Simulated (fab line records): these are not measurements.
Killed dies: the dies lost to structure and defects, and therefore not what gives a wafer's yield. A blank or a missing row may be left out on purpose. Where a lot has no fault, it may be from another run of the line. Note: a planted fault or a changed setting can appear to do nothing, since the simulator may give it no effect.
Chamber matching | flow n5 finfet | pecvd-03 running N5_BEOL_M3_PECVD_72: 3 sister chambers
The step deposits SiO2 from TEOS/O2, target thk 16 nm, time 18 s. 24 wafers are shown with their chamber, then 12 later ones without.

EACH WAFER AND ITS CHAMBER
wafer  | chamber | showerhead plenum p Torr (Torr) | throttle valve pct (%) | heater power w (W)
L074.2 | 1       | 8.96                            | 22.4                   | 816
L074.5 | 2       | 8.76                            | 21.4                   | 567
L074.6 | 0       | 8.77                            | 21.6                   | 844
L076.1 | 2       | 8.77                            | 21.8                   | 661
L076.2 | 1       | 8.96                            | 22.4                   | 810
L076.5 | 2       | 8.76                            | 21.4                   | 644
L077.1 | 0       | 8.76                            | 21.5                   | 776
L077.2 | 1       | 8.96                            | 22.5                   | 684
L077.5 | 1       | 8.95                            | 22.4                   | 697
L078.1 | 1       | 8.98                            | 22.2                   | 784
L078.4 | 2       | 8.74                            | 21.4                   | 628
L078.6 | 0       | 8.76                            | 21.2                   | 683
L079.2 | 0       | 8.76                            | 21.4                   | 769
L079.3 | 2       | 8.76                            | 21.7                   | 641
L079.4 | 1       | 8.95                            | 22.2                   | 813
L081.2 | 1       | 8.97                            | 22.3                   | 802
L081.5 | 1       | 8.94                            | 22.5                   | 810
L081.6 | 2       | 8.77                            | 21.8                   | 531
L086.3 | 0       | 8.78                            | 21.3                   | 718
L086.4 | 1       | 8.96                            | 22.6                   | 772
L086.5 | 1       | 8.96                            | 22.8                   | 792
L087.1 | 0       | 8.78                            | 21.4                   | 776
L087.4 | 1       | 8.95                            | 22.6                   | 774
L087.5 | 0       | 8.75                            | 21.4                   | 783

SIGNATURES (means of the wafers above)
reading                  | chamber 0 | chamber 1 | chamber 2 | scatter within a chamber
showerhead plenum p Torr | 8.7657    | 8.9582    | 8.7600    | 0.011
throttle valve pct       | 21.400    | 22.445    | 21.583    | 0.174
heater power w           | 764.14    | 777.64    | 612.00    | 48.7
Rule: for each reading, subtract the chamber's mean from the wafer's reading, divide by that reading's scatter and square the result; add these up over the readings and take the root, which gives the wafer's distance from the chamber. If the next closest chamber is less than 2 further off than the closest, the wafer can't be placed; otherwise it belongs to the closest. The scatter: the root of (the sum of the squares of (reading less its chamber's mean) over the shown wafers, divided by (wafers less chambers)).

WAFERS WITHOUT THEIR CHAMBER
wafer  | showerhead plenum p Torr (Torr) | throttle valve pct (%) | heater power w (W)
L088.1 | 8.75                            | 20.8                   | 686
L088.3 | 8.95                            | 22.8                   | 802
L088.6 | 8.75                            | 20.8                   | 684
L089.1 | 8.75                            | 20.8                   | 608
L089.3 | 8.78                            | 21.7                   | 787
L089.5 | 8.75                            | 20.6                   | 628
L091.1 | 8.78                            | 21.7                   | 851
L091.5 | 8.95                            | 23.0                   | 749
L091.6 | 8.77                            | 21.5                   | 833
L092.4 | 8.76                            | 21.5                   | 777
L092.5 | 8.75                            | 20.5                   | 661
L092.6 | 8.77                            | 21.1                   | 755

EACH ONE'S CHAMBER
wafer  | from the rows above     | in truth
L088.1 | can't be placed: 0 or 2 | 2
L088.3 | 1                       | 1
L088.6 | can't be placed: 0 or 2 | 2
L089.1 | can't be placed: 2 or 0 | 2
L089.3 | can't be placed: 0 or 2 | 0
L089.5 | can't be placed: 0 or 2 | 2
L091.1 | 0                       | 0
L091.5 | 1                       | 1
L091.6 | 0                       | 0
L092.4 | 0                       | 0
L092.5 | can't be placed: 0 or 2 | 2
L092.6 | 0                       | 0
Placed correctly: 6 of 12. Can't be placed from these rows: 6 (the true chamber is among the candidates in 6). Placed wrongly: 0.
